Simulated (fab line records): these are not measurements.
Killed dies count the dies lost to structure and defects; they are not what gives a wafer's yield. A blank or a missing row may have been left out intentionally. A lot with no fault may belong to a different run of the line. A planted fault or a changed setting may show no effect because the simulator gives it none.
Matching of chambers    flow n5Finfet    4 sister chambers for N5_MIM_TOP_ALD_00 on aldHk-03
The step deposits Al2O3, purge time 3 s, co reactant pulse time 3 s. 14 wafers are shown with their chamber, then 7 later ones without.

## WAFERS, EACH WITH ITS CHAMBER
wafer   chamber  precursorPulseHeightRel
L074.1  1        1.009
L074.4  2        0.992
L074.6  3        0.969
L078.1  3        1.015
L078.5  0        1.008
L078.6  3        1.005
L081.2  0        1.015
L081.4  3        1.001
L081.5  2        0.997
L087.4  2        1.001
L087.5  0        1.006
L087.6  3        1.011
L091.1  3        1.019
L091.2  2        0.976

SIGNATURES (averages over the wafers above)
reading                  chamber 0  chamber 1  chamber 2  chamber 3  scatter within a chamber
precursorPulseHeightRel  1.00967    1.00900    0.99150    1.00333    0.0143
Rule: for each reading, subtract the chamber's mean from the wafer's reading, divide by that reading's scatter and square the result; add these up over the readings and take the root, which gives the wafer's distance from the chamber. The wafer belongs to the nearest chamber; if the next one is less than 2 further off, it can't be placed. The scatter is the square root of a quotient: the sum, over the shown wafers, of each reading's squared deviation from its chamber's mean, divided by wafers minus chambers.

## WAFERS MISSING THEIR CHAMBER
wafer   precursorPulseHeightRel
L091.3  0.996
L091.4  0.992
L091.5  1.008
L091.6  1.003
L089.1  1.008
L089.5  1.020
L089.6  1.004

## EACH ONE'S CHAMBER
wafer   from the rows above                in truth
L091.3  can't be placed: 2 or 3 or 1 or 0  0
L091.4  can't be placed: 2 or 3 or 1 or 0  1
L091.5  can't be placed: 1 or 0 or 3 or 2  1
L091.6  can't be placed: 3 or 1 or 0 or 2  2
L089.1  can't be placed: 1 or 0 or 3 or 2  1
L089.5  can't be placed: 0 or 1 or 3 or 2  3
L089.6  can't be placed: 3 or 1 or 0 or 2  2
Correctly placed: 0 of 7. Cannot be placed on the basis of these rows: 7; the candidates contain the true chamber in 7. Wrongly placed: 0.
